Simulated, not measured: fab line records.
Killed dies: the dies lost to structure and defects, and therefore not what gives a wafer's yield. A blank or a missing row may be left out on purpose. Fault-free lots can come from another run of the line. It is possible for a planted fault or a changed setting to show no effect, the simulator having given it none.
fab line records	flow n5-finfet
record: lots: 9	wafers: 27	last-day: 19
route steps=1938 shown BEOL_M0@716 BEOL_M4@1111 PASSIVATION@1936
lots that met no fault: from a run of the same line without faults
start-h: hours from the record's first day to the start of the lot's first wafer shown	wait-h: hours from the lot's prior step to this one	" unchanged from the row above	L1.1+2: one row covering several wafers at once	- no value present, or no start provided	* or withheld: withheld	< > ~ a bound
route shown NAME@n: names a module that has steps shown in the file, with the first one's number in the route	usual: average and standard deviation across the fault-free wafers	same: alike in all rows	chamber/n: place in a boat	sites: each site's reading	_std_site: standard deviation across them	_edge_site: inner sites' mean taken away from outer sites' mean	radius-mm: for every site, how far away it sits from the centre of the wafer	mask NAME#n: copy n	behind: tool/chamber where the wafer was last shaped	hold: cause of the lot's hold/its duration in hours/its outcome	device: transistor that didn't switch, given as n, p or np	end of line: tests run on the same wafers once the route is complete	a step with no rows: only its recipe	killed: at the first sort, the dies lost to defects and structure; wafer yield is something else	map: per-die view of a wafer (x killed, . not killed, _ where there is no die)
set.NAME: setting as actually run; set.NAME@STEP: the setting as run at that earlier step	model.NAME: the simulator's own value behind a step, which no gauge read
the route's steps for a sample of lots (tables are steps, rows are wafers)
services: from which hour (start-h, from the record's first day; less than 0 if before it) a tool's chamber was out of use, for how many hours, and why
== steps ==
step: N5_BEOL_M0_HM_OPEN_105
recipe: chemistry: Cl2/BCl3	target-depth-a: 120	target: TiN	ion-energy-ev: 150	pressure-mtorr: 10	icp-w: 1000	bias-w: 126	Cl2_flow_sccm: 53.25	bcl3-flow-sccm: 21.75	Ar_flow_sccm: 25
usual: drypump-motor-current-A: 5.5/0.35	mfc-cl2-sccm: 53.24/0.15	oes_ar_750_au: 0.69/0.051	oes-product-au: 0.69/0.051	throttle-valve-pct: 22.1/0.33
lot.wafer	tool	chamber	start-h	wait-h	drypump-motor-current-A	mfc-cl2-sccm	oes_ar_750_au	oes-product-au	rf-hours-counter-h	throttle-valve-pct
L590.2	rie-metal-02	0	125.01	0.1	6.0	53.06	0.65	0.67	96	22.8
L590.3	"	0	"	"	6.0	53.18	0.65	0.67	-	22.8
L590.5	"	0	"	"	6.0	53.20	0.66	0.68	-	22.7
L592.1	rie-metal-03	0	139.16	0.2	5.3	53.00	0.64	0.65	104	22.4
L592.4	"	0	"	"	5.3	53.10	0.63	0.65	-	22.4
L592.6	"	0	"	"	5.4	53.02	0.64	0.65	-	22.4
L595.2	rie-metal-02	0	160.07	4.8	6.0	53.35	0.64	0.67	99	22.7
L595.4	"	0	"	"	6.0	53.44	0.64	0.67	-	22.8
L595.6	"	0	"	"	6.0	53.44	0.65	0.67	-	22.7
L597.1	rie-metal-03	1	171.20	3.2	6.1	53.50	0.80	0.81	34	21.9
L597.2	"	1	"	"	6.0	53.25	0.80	0.80	-	21.9
L597.5	"	1	"	"	6.0	53.28	0.80	0.80	-	21.9
L604.1	rie-metal-01	0	209.32	0.1	5.6	53.39	0.68	0.66	88	22.1
L604.4	"	0	"	"	5.5	53.16	0.67	0.66	-	22.1
L604.6	"	1	"	"	5.3	53.33	0.68	0.69	-	21.8
L608.3	rie-metal-02	1	242.35	2.7	5.1	53.13	0.68	0.67	-	21.9
L608.4	"	0	"	"	6.0	53.18	0.63	0.65	-	22.8
L608.5	"	0	"	"	6.0	53.12	0.64	0.65	-	22.8
L609.1	rie-metal-01	1	242.88	0.3	5.3	53.19	0.67	0.68	66	21.8
L609.3	"	1	"	"	5.3	53.29	0.67	0.68	-	21.8
L609.4	"	0	"	"	5.6	53.39	0.67	0.65	-	22.1
L610.1	rie-metal-02	1	252.55	1.3	5.1	53.22	0.67	0.68	92	21.9
L610.3	"	0	"	"	6.0	53.33	0.63	0.65	-	22.8
L610.4	"	1	"	"	5.1	53.22	0.68	0.68	-	21.9
L611.1	rie-metal-01	1	257.31	2.9	5.3	53.29	0.67	0.69	67	21.8
L611.3	"	0	"	"	5.6	53.32	0.67	0.66	-	22.1
L611.6	"	1	"	"	5.3	53.07	0.67	0.69	-	21.8
step: N5_BEOL_M0_STRIP_140
recipe: chemistry: CF4	resist: SiARC	power-w: 300	bias-power-w: 75	pressure-mtorr: 50	cf4-flow-sccm: 150	rf-frequency-hz: 6e+07
usual: drypump-motor-current-A: 5.7/0.4	oes-product-au: 0.82/0.09	rf-vpp-V: 271.4/2.1	showerhead-plenum-p-Torr: 1.80/0.079	throttle-valve-pct: 13.51/0.21
lot.wafer	tool	chamber	start-h	wait-h	drypump-motor-current-A	oes-product-au	rf-hours-counter-h	rf-vpp-V	showerhead-plenum-p-Torr	throttle-valve-pct
L590.2	rie-diel-03	1	125.18	0.1	5.5	0.89	28	274.0	1.88	13.35
L590.3	"	3	"	"	6.4	0.72	165	270.8	1.79	13.48
L590.5	"	3	"	"	6.5	0.72	-	271.0	1.79	13.46
L592.1	rie-diel-01	2	139.41	0.2	5.0	0.98	0	271.0	1.77	13.21
L592.4	"	0	"	"	5.7	0.93	7	268.4	1.76	13.40
L592.6	"	1	"	"	5.9	0.88	-	271.0	1.76	13.34
L595.2	rie-diel-03	1	160.25	0.1	5.4	0.87	43	276.8	1.88	13.38
L595.4	"	2	"	"	5.6	0.68	-	267.0	1.70	13.83
L595.6	"	3	"	"	6.4	0.70	-	269.1	1.78	13.48
L597.1	rie-diel-03	1	171.62	0.4	5.4	0.86	49	273.0	1.87	13.40
L597.2	"	3	"	"	6.5	0.71	185	272.3	1.78	13.53
L597.5	"	3	"	"	6.4	0.70	-	271.5	1.78	13.51
L604.1	rie-diel-03	0	209.65	0.3	5.6	0.92	10	273.6	1.92	13.21
L604.4	"	3	"	"	6.4	0.69	-	271.0	1.78	13.54
L604.6	"	0	"	"	5.6	0.93	-	272.7	1.92	13.24
L608.3	rie-diel-03	3	242.61	0.2	6.5	0.68	210	270.7	1.77	13.57
L608.4	"	0	"	"	5.7	0.89	21	273.3	1.92	13.25
L608.5	"	0	"	"	5.6	0.89	-	273.2	1.92	13.24
L609.1	rie-diel-01	0	243.42	0.5	5.6	0.84	44	271.1	1.75	13.46
L609.3	"	3	"	"	6.5	0.83	54	273.2	1.91	13.76
L609.4	"	2	"	"	5.1	0.88	29	270.8	1.76	13.27
L610.1	rie-diel-05	0	252.72	0.1	5.5	0.76	141	267.8	1.65	13.84
L610.3	"	3	"	"	5.5	0.90	8	273.4	1.85	13.50
L610.4	"	1	"	"	5.5	0.86	40	271.0	1.76	13.43
L611.1	rie-diel-05	2	257.57	0.2	5.6	0.81	85	272.5	1.89	13.52
L611.3	"	0	"	"	5.5	0.75	143	265.9	1.65	13.87
L611.6	"	3	"	"	5.5	0.91	-	275.0	1.84	13.51
step: N5_BEOL_M0_ETCH_128
recipe: chemistry: CF4/N2	target-depth-a: 120	overetch-a: 51	target: SiCN	time-s: 21.4	ion-energy-ev: 150	pressure-mtorr: 40	source-w: 430	bias-w: 70	Ar_flow_sccm: 100	cf4-flow-sccm: 60	n2-flow-sccm: 60
usual: drypump-motor-current-A: 5.8/0.42	oes-product-au: 0.57/0.063	rf-fwd-power-W: 425.4/1.8	rf-vpp-V: 382.8/2.5	showerhead-plenum-p-Torr: 2.23/0.099	throttle-valve-pct: 15.38/0.24
lot.wafer	tool	chamber	start-h	wait-h	drypump-motor-current-A	oes-product-au	rf-fwd-power-W	rf-hours-counter-h	rf-vpp-V	showerhead-plenum-p-Torr	throttle-valve-pct
L590.2	rie-diel-01	3	125.33	0.0	6.5	0.65	426.2	11	384.4	2.36	15.56
L590.3	"	1	"	"	5.8	0.62	425.1	37	381.0	2.17	15.19
L590.5	"	3	"	"	6.5	0.64	425.9	-	387.3	2.36	15.57
L592.1	rie-diel-03	3	140.19	0.7	6.4	0.50	426.9	170	383.6	2.19	15.25
L592.4	"	1	"	"	5.4	0.63	424.2	-	385.0	2.34	15.33
L592.6	"	2	"	"	5.6	0.49	425.0	-	380.2	2.10	15.69
L595.2	rie-diel-01	1	160.80	0.4	5.8	0.61	427.4	51	380.4	2.16	15.21
L595.4	"	3	"	"	6.5	0.62	426.3	25	385.7	2.36	15.59
L595.6	"	2	"	"	5.1	0.66	422.8	-	381.2	2.16	15.04
L597.1	rie-diel-01	2	171.79	0.0	5.1	0.65	424.8	12	380.2	2.15	15.04
L597.2	"	0	"	"	5.6	0.63	683.3	20	325.6	2.17	15.32
L597.5	"	3	"	"	6.5	0.62	427.2	-	384.8	2.36	15.60
L604.1	rie-diel-03	0	210.55	0.8	5.7	0.65	424.0	11	386.2	2.35	15.04
L604.4	"	1	"	"	5.4	0.60	427.1	-	385.4	2.32	15.38
L604.6	"	0	"	"	5.6	0.65	423.9	-	386.6	2.35	15.03
L608.3	rie-diel-03	1	243.45	0.7	5.4	0.56	424.9	75	384.7	2.32	15.41
L608.4	"	3	"	"	6.4	0.48	422.8	-	381.7	2.18	15.34
L608.5	"	0	"	"	5.7	0.63	421.8	-	384.2	2.35	15.05
L609.1	rie-diel-03	0	244.33	0.8	5.6	0.62	422.9	22	385.7	2.35	15.03
L609.3	"	1	"	"	5.5	0.56	423.7	76	384.7	2.32	15.41
L609.4	"	3	"	"	6.4	0.48	429.1	-	382.2	2.18	15.35
L610.1	rie-diel-03	3	252.86	0.0	6.4	0.48	426.6	215	383.3	2.17	15.36
L610.3	"	0	"	"	5.6	0.62	424.3	25	385.3	2.35	15.07
L610.4	"	1	"	"	5.5	0.58	422.5	-	386.3	2.32	15.42
L611.1	rie-diel-01	0	259.31	1.6	5.6	0.57	426.0	49	380.1	2.16	15.38
L611.3	"	3	"	"	6.6	0.58	424.9	59	385.1	2.35	15.64
L611.6	"	2	"	"	5.1	0.61	424.3	-	381.2	2.15	15.09
step: N5_BEOL_M0_DEGAS_112
recipe: ambient: vacuum	temp-c: 250	time-s: 60
usual: heater-power-w: 321/37
lot.wafer	tool	chamber	start-h	wait-h	heater-power-w
L590.2	pvd-sputter-01	-	125.84	0.1	394
L590.3	"	-	"	"	301
L590.5	"	-	"	"	307
L592.1	pvd-sputter-03	-	142.19	1.0	320
L592.4	"	-	"	"	336
L592.6	"	-	"	"	334
L595.2	pvd-sputter-03	-	161.69	0.4	296
L595.4	"	-	"	"	307
L595.6	"	-	"	"	339
L597.1	pvd-sputter-03	-	172.61	0.4	302
L597.2	"	-	"	"	333
L597.5	"	-	"	"	297
L604.1	pvd-sputter-03	-	212.31	1.3	339
L604.4	"	-	"	"	300
L604.6	"	-	"	"	293
L608.3	pvd-sputter-03	-	245.06	0.5	328
L608.4	"	-	"	"	309
L608.5	"	-	"	"	335
L609.1	pvd-sputter-03	-	245.14	0.4	297
L609.3	"	-	"	"	296
L609.4	"	-	"	"	323
L610.1	pvd-sputter-02	-	253.65	0.4	326
L610.3	"	-	"	"	261
L610.4	"	-	"	"	299
L611.1	pvd-sputter-01	-	262.39	1.5	265
L611.3	"	-	"	"	351
L611.6	"	-	"	"	384
step: N5_BEOL_M4_RC_MEAS_101
usual: DIBL_N: 36.1/1.6	DIBL_P: 35.8/2	IOFF_N: 0.157/0.029	IOFF_P: 0.21/0.034	ION_N: 677/13	ION_P: 465/8.1	SS_N: 71.3/0.61	SS_P: 73.2/0.65	VT_N: 249/3.3	VT_P: -250/3.2
lot.wafer	tool	chamber	start-h	wait-h	DIBL_N[mV/V]	DIBL_P[mV/V]	IOFF_N[nA/um]	IOFF_P[nA/um]	ION_N[uA/um]	ION_P[uA/um]	SS_N[mV/dec]	SS_P[mV/dec]	VT_N[mV]	VT_P[mV]
L590.2	prober-02	0	211.29	0.2	40.0	39.3	0.244	0.29	701	475	72.2	74.9	244	-246
L590.3	"	0	"	"	35.2	33.5	0.147	0.18	679	459	70.7	73.0	249	-251
L590.5	"	0	"	"	35.3	33.8	0.142	0.19	672	459	71.1	73.3	251	-251
L592.1	prober-01	0	229.16	0.0	36.8	34.7	0.162	0.22	686	473	71.3	73.4	246	-247
L592.4	"	0	"	"	36.6	35.0	0.168	0.23	684	465	71.1	73.3	245	-246
L592.6	"	0	"	"	37.4	35.3	0.169	0.23	670	464	71.2	72.9	247	-248
L595.2	prober-01	0	243.18	0.2	36.5	36.5	0.151	0.23	683	471	70.4	72.7	249	-248
L595.4	"	0	"	"	34.9	34.3	0.124	0.20	667	464	71.1	73.2	254	-251
L595.6	"	0	"	"	35.6	35.2	0.141	0.22	663	460	70.9	73.1	252	-249
L597.1	prober-01	0	257.23	0.0	33.2	31.2	0.101	0.13	667	457	70.6	72.3	255	-259
L597.2	"	0	"	"	35.7	34.0	0.127	0.16	663	454	71.1	73.0	255	-256
L597.5	"	0	"	"	34.5	32.1	0.107	0.14	642	443	71.7	72.6	258	-259
L604.1	prober-01	0	292.55	0.3	33.9	34.0	0.114	0.19	666	461	70.4	73.0	253	-250
L604.4	"	0	"	"	35.4	34.9	0.128	0.20	654	456	70.9	72.7	254	-251
L604.6	"	0	"	"	35.3	35.1	0.133	0.21	672	468	70.9	72.8	252	-250
L608.3	prober-02	0	315.75	0.3	38.4	38.3	0.216	0.26	694	470	71.6	73.8	246	-246
L608.4	"	0	"	"	35.2	34.8	0.145	0.21	676	467	71.3	72.8	251	-248
L608.5	"	0	"	"	35.5	34.9	0.156	0.21	684	465	71.2	72.8	251	-250
L609.1	prober-02	0	321.63	0.0	36.3	36.8	0.149	0.21	681	467	71.3	72.9	248	-253
L609.3	"	0	"	"	34.6	35.0	0.125	0.17	665	463	71.1	73.0	251	-256
L609.4	"	0	"	"	37.7	38.3	0.171	0.22	680	469	71.8	73.6	250	-250
L610.1	prober-02	0	325.05	0.0	37.0	38.1	0.190	0.24	696	478	70.9	74.2	244	-249
L610.3	"	0	"	"	38.2	39.0	0.210	0.25	696	474	71.6	73.7	242	-248
L610.4	"	0	"	"	36.7	37.3	0.182	0.23	685	468	71.7	73.2	248	-246
L611.1	prober-02	0	342.88	0.0	37.4	38.5	0.181	0.25	683	464	72.0	73.1	248	-249
L611.3	"	0	"	"	37.5	37.4	0.181	0.24	694	476	72.1	73.9	246	-248
L611.6	"	0	"	"	36.9	37.8	0.172	0.24	696	480	71.8	73.8	249	-249
step: N5_PASSIVATION_PROBE_49
usual: defect-limited-yield: 91.0/1.4	killed_at_M0_to_M3: 33/11	killed_at_M4_up: 14/5	killed-at-contacts: 11/7.3	killed-at-front-end: 43/12	killed-at-other: 4/3.1	killed-dies: 106/17	killed-open: 69/13	killed-short: 34/8.7	sort_bin_5_function: 5.2/0.96	sort_bin_6_memory: 3.3/0.66	sort_bin_8_speed: 0.00/0.012	sort-n-pass: 1074/17	sort-yield-pct: 91.0/1.4
same: gross-dies: 1180	killed-at-back-side: 0	sort_bin_4_leakage[%]: 0
lot.wafer	tool	chamber	start-h	wait-h	defect-limited-yield[%]	killed_at_M0_to_M3	killed_at_M4_up	killed-at-contacts	killed-at-front-end	killed-at-other	killed-dies	killed-open	killed-short	sort_bin_5_function[%]	sort_bin_6_memory[%]	sort_bin_8_speed[%]	sort-n-pass	sort-yield-pct[%]
L590.2	prober-01	-	321.58	0.1	89.7	46	19	15	38	4	122	82	37	6.0	3.8	0	1058	89.7
L590.3	prober-01	-	321.63	0.1	91.5	33	20	14	30	3	100	52	46	5.0	3.3	0	1080	91.5
L590.5	prober-01	-	321.73	0.2	90.6	32	11	14	45	9	111	73	37	5.8	3.2	0	1069	90.6
L595.2	prober-02	-	346.11	0.1	92.2	32	14	12	33	1	92	49	39	3.9	3.2	0	1088	92.2
L595.4	prober-02	-	346.21	0.2	90.3	28	11	14	59	3	115	60	53	5.5	3.3	0	1065	90.3
L595.6	prober-02	-	346.31	0.3	92.6	24	3	16	43	1	87	44	43	4.3	2.6	0	1093	92.6
L609.1	prober-02	-	430.29	0.0	92.5	27	17	8	33	3	88	61	24	4.2	2.9	0	1092	92.5
L609.3	prober-02	-	430.39	0.1	90.6	48	21	1	40	1	111	60	43	4.4	3.6	0	1069	90.6
L609.4	prober-02	-	430.44	0.2	91.6	18	17	13	42	9	99	60	38	4.2	3.9	0	1081	91.6
L610.1	prober-02	-	438.49	0.0	93.8	25	9	7	29	3	73	49	22	3.1	2.9	0	1107	93.8
L610.3	prober-02	-	438.59	0.1	93.2	25	12	7	32	4	80	54	26	4.2	2.4	0	1100	93.2
L610.4	prober-02	-	438.64	0.2	92.1	38	12	7	33	3	93	69	23	4.7	3.2	0	1087	92.1
killed by level:class
L590.2 MOL_CONTACT_COAG:geometric-particle:open=13 BEOL_M4:geometric-particle:open=12 BEOL_M2:geometric-particle:open=10 BEOL_M0_SAQP:geometric-particle:open=8 GATE_CUT:geometric-particle:short=7 BEOL_M0_SAQP:geometric-particle:short=7 FIN_SAQP:geometric-particle:open=6 BEOL_M3:geometric-particle:open=6
L590.3 BEOL_M4:geometric-particle:open=12 FIN_SAQP:geometric-particle:short=9 MOL_CONTACT_COAG:geometric-particle:open=9 BEOL_M0_SAQP:geometric-particle:short=8 FIN_SAQP:geometric-particle:open=6 BEOL_M0_SAQP:geometric-particle:open=6 BEOL_M0:geometric-particle:short=5 STARTING-WAFER:geometric-particle:short=5
L590.5 STI_FIN_REVEAL:geometric-particle:open=13 MOL_CONTACT_COAG:geometric-particle:open=9 BEOL_M0_SAQP:geometric-particle:open=6 BEOL_M0_SAQP:geometric-particle:short=6 DUMMY_GATE:geometric-particle:open=5 GATE_CUT:geometric-particle:open=5 STARTING-WAFER:geometric-particle:open=5 FIN_SAQP:geometric-particle:short=4
L595.2 FIN_SAQP:geometric-particle:short=10 BEOL_M0_SAQP:geometric-particle:open=10 MOL_CONTACT_COAG:geometric-particle:open=9 BEOL_M0_SAQP:geometric-particle:short=9 FIN_SAQP:geometric-particle:open=5 GATE_CUT:geometric-particle:short=5 BEOL_M3:geometric-particle:open=5 BEOL_M2:geometric-particle:open=4
L595.4 STI_FIN_REVEAL:geometric-particle:open=14 FIN_SAQP:geometric-particle:short=9 MOL_CONTACT_COAG:geometric-particle:short=8 BEOL_M1:geometric-particle:open=7 GATE_CUT:geometric-particle:short=7 STARTING-WAFER:geometric-particle:short=7 MOL_CONTACT_COAG:geometric-particle:open=6 BEOL_M0_SAQP:geometric-particle:short=6
L595.6 FIN_SAQP:geometric-particle:short=16 FIN_SAQP:geometric-particle:open=10 MOL_CONTACT_COAG:geometric-particle:open=10 MOL_CONTACT_COAG:geometric-particle:short=6 BEOL_M0_SAQP:geometric-particle:open=5 BEOL_M0_SAQP:geometric-particle:short=5 BEOL_M2:geometric-particle:open=5 BEOL_M3:geometric-particle:short=4
L609.1 BEOL_M4:geometric-particle:open=9 BEOL_M2:geometric-particle:open=8 STI_FIN_REVEAL:geometric-particle:open=6 DUMMY_GATE:geometric-particle:open=6 BEOL_M3:geometric-particle:open=6 MOL_CONTACT_COAG:geometric-particle:open=6 FIN_SAQP:geometric-particle:short=4 FIN_SAQP:geometric-particle:open=3
L609.3 BEOL_M0_SAQP:geometric-particle:short=17 BEOL_M2:geometric-particle:open=14 DUMMY_GATE:geometric-particle:open=10 FIN_SAQP:geometric-particle:short=8 BEOL_M4:geometric-particle:open=8 BEOL_M0_SAQP:geometric-particle:open=7 FIN_SAQP:geometric-particle:open=5 HKMG_FIN:area-etch=5
L609.4 FIN_SAQP:geometric-particle:short=13 MOL_CONTACT_COAG:geometric-particle:open=11 BEOL_M4:geometric-particle:open=9 STI_FIN_REVEAL:geometric-particle:open=8 GATE_CUT:geometric-particle:short=6 STARTING-WAFER:geometric-particle:open=4 BEOL_M3:geometric-particle:open=4 BEOL_M4:geometric-particle:short=4
L610.1 BEOL_M0_SAQP:geometric-particle:open=6 BEOL_M2:geometric-particle:open=6 DUMMY_GATE:geometric-particle:open=5 BEOL_M0_SAQP:geometric-particle:short=5 BEOL_M3:geometric-particle:open=5 MOL_CONTACT_COAG:geometric-particle:open=4 STARTING-WAFER:geometric-particle:open=4 FIN_SAQP:geometric-particle:short=3
L610.3 BEOL_M4:geometric-particle:open=8 STI_FIN_REVEAL:geometric-particle:open=6 BEOL_M3:geometric-particle:open=6 FIN_SAQP:geometric-particle:short=5 DUMMY_GATE:geometric-particle:open=5 MOL_CONTACT_COAG:geometric-particle:open=5 BEOL_M0_SAQP:geometric-particle:open=5 BEOL_M1:geometric-particle:open=5
L610.4 BEOL_M2:geometric-particle:open=10 BEOL_M4:geometric-particle:open=8 BEOL_M0_SAQP:geometric-particle:short=8 STI_FIN_REVEAL:geometric-particle:open=7 BEOL_M0_SAQP:geometric-particle:open=7 FIN_SAQP:geometric-particle:open=6 MOL_CONTACT_COAG:geometric-particle:open=6 DUMMY_GATE:geometric-particle:open=5
== services ==
tool	chamber	start-h	hours	kind
rie-diel-01	0	102.87	-	clean
rie-diel-01	0	102.87	-	consumable-replace:focus-ring
rie-diel-01	0	102.87	18.1	scheduled-down
rie-diel-01	0	102.87	18.1	vent-cycle
pvd-sputter-01	-	116.46	0.7	repair
rie-diel-01	2	121.01	-	clean
rie-diel-01	2	121.01	-	consumable-replace:focus-ring
rie-diel-03	0	138.30	-	clean
rie-diel-03	0	138.30	-	consumable-replace:focus-ring
rie-diel-03	0	138.30	-	consumable-replace:showerhead
rie-diel-03	0	138.30	41.9	scheduled-down
rie-diel-03	0	138.30	41.9	vent-cycle
rie-diel-03	2	165.53	5.8	repair
rie-diel-05	0	191.10	10.4	repair
rie-diel-01	2	193.46	18.9	repair
rie-metal-03	-	194.96	0.5	repair
rie-diel-03	2	206.92	7.6	repair
rie-diel-03	2	243.45	-	clean
rie-diel-03	2	243.45	-	consumable-replace:focus-ring
rie-diel-03	2	243.45	-	consumable-replace:showerhead
rie-diel-03	2	243.45	24.1	scheduled-down
rie-diel-03	2	243.45	24.1	vent-cycle
rie-metal-01	-	245.07	1.4	pm
rie-diel-03	-	255.51	15.6	pm
== key ==
first-sign: step: N5_BEOL_M0_ETCH_128	reading: rf-fwd-power-W	direction: up	sigmas: 99+	usual: *	struck: *
effect: step: N5_BEOL_M0_ETCH_128	reading: rf-vpp-V	direction: down	sigmas: 23	usual: 382.8	struck: 325.6
met-at N5_BEOL_M0_ETCH_128
struck-lots L597
struck-wafers L597.2
not-acting-at N5_BEOL_M0_HM_OPEN_105,N5_BEOL_M0_STRIP_140,N5_BEOL_M0_DEGAS_112
fault: kind: process-parameter-drift	tool: rie-diel-01	chamber: 0	onset-h: 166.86	steps: N5_BEOL_M0_ETCH_128	channel: source-w	offset: 258	shape: step	end-h: 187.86	acts-in: these-recipes-only	stated: 430
